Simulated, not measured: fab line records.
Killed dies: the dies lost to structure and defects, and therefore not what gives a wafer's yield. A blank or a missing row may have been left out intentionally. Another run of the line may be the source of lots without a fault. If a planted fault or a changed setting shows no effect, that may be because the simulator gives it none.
Chamber matching || flow n5Finfet || N5_BEOL_M11_CURE_72 on uvCure-02: 3 sister chambers
The step cures SiCOH lowk, time 120 s. 6 wafers are shown with their chamber, then 7 later ones without.

## WAFERS PAIRED WITH THEIR CHAMBERS
{"wafer": "L074.5", "chamber": 0, "wafer_temp_C_max": 371.3, "lampPowerPct (%)": 52.24}
{"wafer": "L074.6", "chamber": 0, "wafer_temp_C_max": 371.4, "lampPowerPct (%)": 52.28}
{"wafer": "L080.2", "chamber": 1, "wafer_temp_C_max": 372.3, "lampPowerPct (%)": 52.31}
{"wafer": "L080.6", "chamber": 1, "wafer_temp_C_max": 372.1, "lampPowerPct (%)": 52.41}
{"wafer": "L088.1", "chamber": 2, "wafer_temp_C_max": 370.9, "lampPowerPct (%)": 52.27}
{"wafer": "L088.4", "chamber": 2, "wafer_temp_C_max": 371.1, "lampPowerPct (%)": 52.28}

## WAFERS MISSING THEIR CHAMBER
{"wafer": "L088.5", "wafer_temp_C_max": 371.2, "lampPowerPct (%)": 52.28}
{"wafer": "L094.3", "wafer_temp_C_max": 371.4, "lampPowerPct (%)": 52.28}
{"wafer": "L094.5", "wafer_temp_C_max": 371.6, "lampPowerPct (%)": 52.29}
{"wafer": "L094.6", "wafer_temp_C_max": 371.5, "lampPowerPct (%)": 52.32}
{"wafer": "L097.3", "wafer_temp_C_max": 371.0, "lampPowerPct (%)": 52.44}
{"wafer": "L097.4", "wafer_temp_C_max": 370.8, "lampPowerPct (%)": 52.31}
{"wafer": "L097.5", "wafer_temp_C_max": 371.2, "lampPowerPct (%)": 52.30}

## THE CHAMBER EACH PASSED THROUGH
{"wafer": "L088.5", "from the rows above": "can't be placed: 0 or 2", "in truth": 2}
{"wafer": "L094.3", "from the rows above": 0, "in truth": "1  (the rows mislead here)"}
{"wafer": "L094.5", "from the rows above": 0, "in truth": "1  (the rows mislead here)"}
{"wafer": "L094.6", "from the rows above": 0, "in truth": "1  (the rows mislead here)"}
{"wafer": "L097.3", "from the rows above": "can't be placed: 2 or 0", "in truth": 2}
{"wafer": "L097.4", "from the rows above": 2, "in truth": 2}
{"wafer": "L097.5", "from the rows above": "can't be placed: 0 or 2", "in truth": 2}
1 of 7 placed correctly. These rows do not allow placing 3 (true chamber among the candidates in 3). Number placed wrongly: 3.
How it was worked out, from the rows above alone: a wafer's distance from a chamber is the root of the sum, over the readings, of the square of ((its reading less the chamber's mean) divided by the reading's scatter). If the next closest chamber is less than 2 further off than the closest, the wafer can't be placed; otherwise it belongs to the closest. Each chamber's mean is taken over the wafers shown for it. The scatter: take each reading less its chamber's mean, square it, sum over the shown wafers, divide by the number of wafers less the number of chambers, and take the root.
